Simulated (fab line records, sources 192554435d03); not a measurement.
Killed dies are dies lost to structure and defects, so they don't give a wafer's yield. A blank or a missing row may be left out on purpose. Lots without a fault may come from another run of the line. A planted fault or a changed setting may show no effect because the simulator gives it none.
A sampling plan put to the test | flow n5_finfet | one fab line, 23 faults that these records tell of, each judged on the records of the lots that it struck; 1 more is left out, because the records don't allow judging it
The plan is the line's own looks: the steps of the route at which a gauge or an inspection reads the wafer and doesn't change it. A look can be judged if struck wafers have a number there and the file gives its usual mean and standard deviation on fault-free wafers. Caught: at a look after the fault's first step, the mean of the struck wafers lies 4 or more of those standard deviations (sigma) from the usual mean. On the tool: the same test on the tool's own readings at the fault's steps. Another recipe on the struck wafers, or a record that is blank for them alone, also counts as caught.

THE FAULTS, as the simulator had put them in
1. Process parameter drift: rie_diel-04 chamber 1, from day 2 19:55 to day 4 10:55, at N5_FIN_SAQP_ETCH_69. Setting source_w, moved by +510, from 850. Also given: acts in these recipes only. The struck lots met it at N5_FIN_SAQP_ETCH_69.
2. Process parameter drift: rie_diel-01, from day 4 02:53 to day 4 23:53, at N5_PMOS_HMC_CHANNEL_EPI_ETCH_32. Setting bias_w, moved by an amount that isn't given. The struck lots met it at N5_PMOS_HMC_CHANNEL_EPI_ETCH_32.
3. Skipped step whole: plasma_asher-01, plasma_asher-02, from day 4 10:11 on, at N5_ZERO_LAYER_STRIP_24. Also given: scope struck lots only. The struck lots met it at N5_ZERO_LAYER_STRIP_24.
4. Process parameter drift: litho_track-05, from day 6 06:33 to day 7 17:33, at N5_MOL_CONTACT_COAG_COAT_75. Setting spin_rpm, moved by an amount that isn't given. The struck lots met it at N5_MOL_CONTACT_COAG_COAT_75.
5. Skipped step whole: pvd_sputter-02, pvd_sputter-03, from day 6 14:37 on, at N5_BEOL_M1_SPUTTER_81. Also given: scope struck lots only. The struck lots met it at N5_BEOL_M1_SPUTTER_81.
6. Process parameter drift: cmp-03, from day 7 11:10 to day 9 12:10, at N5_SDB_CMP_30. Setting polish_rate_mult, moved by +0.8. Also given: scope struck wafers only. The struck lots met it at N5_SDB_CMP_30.
7. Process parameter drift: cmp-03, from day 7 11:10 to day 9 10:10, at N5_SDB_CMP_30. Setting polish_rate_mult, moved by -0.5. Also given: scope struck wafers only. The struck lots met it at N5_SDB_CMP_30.
8. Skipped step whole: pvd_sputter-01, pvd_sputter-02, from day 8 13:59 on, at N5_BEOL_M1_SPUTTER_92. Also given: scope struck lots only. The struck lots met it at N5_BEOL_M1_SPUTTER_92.
9. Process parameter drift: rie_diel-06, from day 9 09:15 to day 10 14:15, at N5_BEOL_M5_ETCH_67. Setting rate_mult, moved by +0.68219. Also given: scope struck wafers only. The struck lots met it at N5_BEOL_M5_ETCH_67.
10. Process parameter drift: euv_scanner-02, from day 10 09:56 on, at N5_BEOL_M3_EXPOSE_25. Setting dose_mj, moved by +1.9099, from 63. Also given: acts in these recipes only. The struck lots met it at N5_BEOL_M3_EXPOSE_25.
11. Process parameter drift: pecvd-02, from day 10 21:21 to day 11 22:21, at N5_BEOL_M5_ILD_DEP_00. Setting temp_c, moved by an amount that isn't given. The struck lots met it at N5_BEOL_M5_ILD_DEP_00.
12. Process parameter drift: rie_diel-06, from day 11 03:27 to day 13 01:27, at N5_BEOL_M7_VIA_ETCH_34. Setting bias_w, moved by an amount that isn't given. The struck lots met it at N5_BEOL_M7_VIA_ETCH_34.
13. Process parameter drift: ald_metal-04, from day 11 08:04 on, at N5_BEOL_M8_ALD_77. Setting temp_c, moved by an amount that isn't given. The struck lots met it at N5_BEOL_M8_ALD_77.
14. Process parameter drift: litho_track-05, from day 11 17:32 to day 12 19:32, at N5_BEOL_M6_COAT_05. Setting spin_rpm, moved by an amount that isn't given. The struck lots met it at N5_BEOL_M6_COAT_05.
15. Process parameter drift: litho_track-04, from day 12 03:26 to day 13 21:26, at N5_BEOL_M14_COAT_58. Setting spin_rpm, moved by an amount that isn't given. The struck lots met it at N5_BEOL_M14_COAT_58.
16. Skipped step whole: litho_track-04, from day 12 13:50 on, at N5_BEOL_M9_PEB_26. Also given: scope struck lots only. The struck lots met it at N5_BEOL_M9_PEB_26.
17. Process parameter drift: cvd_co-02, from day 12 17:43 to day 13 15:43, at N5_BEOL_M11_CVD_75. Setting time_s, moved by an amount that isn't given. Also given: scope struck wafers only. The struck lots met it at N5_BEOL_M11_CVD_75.
18. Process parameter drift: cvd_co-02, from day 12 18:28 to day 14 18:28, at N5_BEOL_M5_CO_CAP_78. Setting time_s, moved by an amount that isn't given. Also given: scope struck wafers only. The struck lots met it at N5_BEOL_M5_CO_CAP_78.
19. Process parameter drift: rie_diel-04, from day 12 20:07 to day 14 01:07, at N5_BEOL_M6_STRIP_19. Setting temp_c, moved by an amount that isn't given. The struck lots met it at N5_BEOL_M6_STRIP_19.
20. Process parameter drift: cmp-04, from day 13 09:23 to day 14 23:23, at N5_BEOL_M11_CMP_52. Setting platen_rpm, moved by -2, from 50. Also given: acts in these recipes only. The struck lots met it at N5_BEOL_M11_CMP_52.
21. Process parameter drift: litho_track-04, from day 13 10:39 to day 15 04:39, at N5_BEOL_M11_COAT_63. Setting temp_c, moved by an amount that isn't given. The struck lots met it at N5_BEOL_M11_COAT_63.
22. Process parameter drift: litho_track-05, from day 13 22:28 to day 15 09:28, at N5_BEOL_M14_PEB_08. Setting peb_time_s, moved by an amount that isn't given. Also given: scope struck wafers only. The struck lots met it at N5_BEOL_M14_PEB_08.
23. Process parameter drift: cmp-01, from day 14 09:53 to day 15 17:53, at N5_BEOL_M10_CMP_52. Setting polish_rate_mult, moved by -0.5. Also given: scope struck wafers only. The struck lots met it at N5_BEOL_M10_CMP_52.

WHAT THE PLAN SAW
fault | on the tool itself                               | first look that catches it                      | reading, sigma                                 | median hours from its first step to that look | hours from the fault's start to the first struck lot there | judged looks passed uncaught
1     | rf_fwd_power_W +99 or beyond sigma               | none of the 2 looks that can be judged after it | -                                              | -                                             | -                                                          | 2
2     | bias_w +43 sigma                                 | none of the 2 looks that can be judged after it | -                                              | -                                             | -                                                          | 2
3     | the tool's record is blank for the struck wafers | none of the 2 looks that can be judged after it | -                                              | -                                             | -                                                          | 2
4     | spin_speed_rpm -69 sigma                         | not the one look that can be judged after it    | -                                              | -                                             | -                                                          | 1
5     | the tool's record is blank for the struck wafers | not the one look that can be judged after it    | -                                              | -                                             | -                                                          | 1
6     | only faintly: time_to_endpoint_s -3.7 sigma      | none of the 3 looks that can be judged after it | strongest: SDB_THK at N5_SDB_THK_MEAS_31, -3.7 | -                                             | -                                                          | 3
7     | time_to_endpoint_s +10 sigma                     | not the one look that can be judged after it    | -                                              | -                                             | -                                                          | 1
8     | the tool's record is blank for the struck wafers | not the one look that can be judged after it    | -                                              | -                                             | -                                                          | 1
9     | etch_rf_on_time_s -31 sigma                      | not the one look that can be judged after it    | -                                              | -                                             | -                                                          | 1
10    | exposure_dose_mJ_cm2 +22 sigma                   | not the one look that can be judged after it    | -                                              | -                                             | -                                                          | 1
11    | susceptor_temp_C -62 sigma                       | N5_BEOL_M5_THK_MEAS_01                          | M5_ILD_THK +4.4                                | 0.6                                           | 1                                                          | 0
12    | bias_w -21 sigma                                 | not the one look that can be judged after it    | -                                              | -                                             | -                                                          | 1
13    | susceptor_temp_C -99 or beyond sigma             | no look after it can be judged                  | -                                              | -                                             | -                                                          | 0
14    | spin_speed_rpm -70 sigma                         | no look after it can be judged                  | -                                              | -                                             | -                                                          | 0
15    | spin_speed_rpm +99 or beyond sigma               | not the one look that can be judged after it    | -                                              | -                                             | -                                                          | 1
16    | the tool's record is blank for the struck wafers | no look after it can be judged                  | -                                              | -                                             | -                                                          | 0
17    | run_length_s +99 or beyond sigma                 | no look after it can be judged                  | -                                              | -                                             | -                                                          | 0
18    | run_length_s +99 or beyond sigma                 | no look after it can be judged                  | -                                              | -                                             | -                                                          | 0
19    | temp_c +4.7 sigma                                | no look after it can be judged                  | -                                              | -                                             | -                                                          | 0
20    | platen_rpm -66 sigma                             | no look after it can be judged                  | -                                              | -                                             | -                                                          | 0
21    | heater_power_total_W +99 or beyond sigma         | not the one look that can be judged after it    | -                                              | -                                             | -                                                          | 1
22    | heater_power_total_W +8.0 sigma                  | no look after it can be judged                  | -                                              | -                                             | -                                                          | 0
23    | overpolish_run_s -99 or beyond sigma             | N5_BEOL_M10_THK_MEAS_53                         | M10_THK +57                                    | 0.2                                           | 18                                                         | 0
A dash: the fault isn't caught, or these records don't give the number.

Caught at a look: 2 of 23. Caught on the tool: 22 of 23. By one or the other: 22 of 23.
Caught on the tool alone: faults 1, 2, 3, 4, 5, 7, 8, 9, 10, 12, 13, 14, 15, 16, 17, 18, 19, 20, 21, 22.
Caught by neither: fault 6.

THINNER SAMPLING
If the look that catches a fault measured only every second or every third lot, by lot number, the first struck lot would be measured this late in the worst case:
fault | struck lots at that look, in order of time | every lot | every second lot | every third lot
11    | L605, L607                                 | 1 h       | may miss all 2   | may miss all 2
23    | L298, L299                                 | 18 h      | 25 h             | may miss all 2
Hours are from the fault's start to the first struck lot that is measured. The limit of 4 sigma was tested on all struck wafers together, so one lot alone may lie under it. Other struck lots may not be in these records.

THE LONGEST TIMED WAY FROM STEP TO LOOK
Fault 11: a median of 0.6 hours passes between N5_BEOL_M5_ILD_DEP_00 and N5_BEOL_M5_THK_MEAS_01. No look between them can be judged.
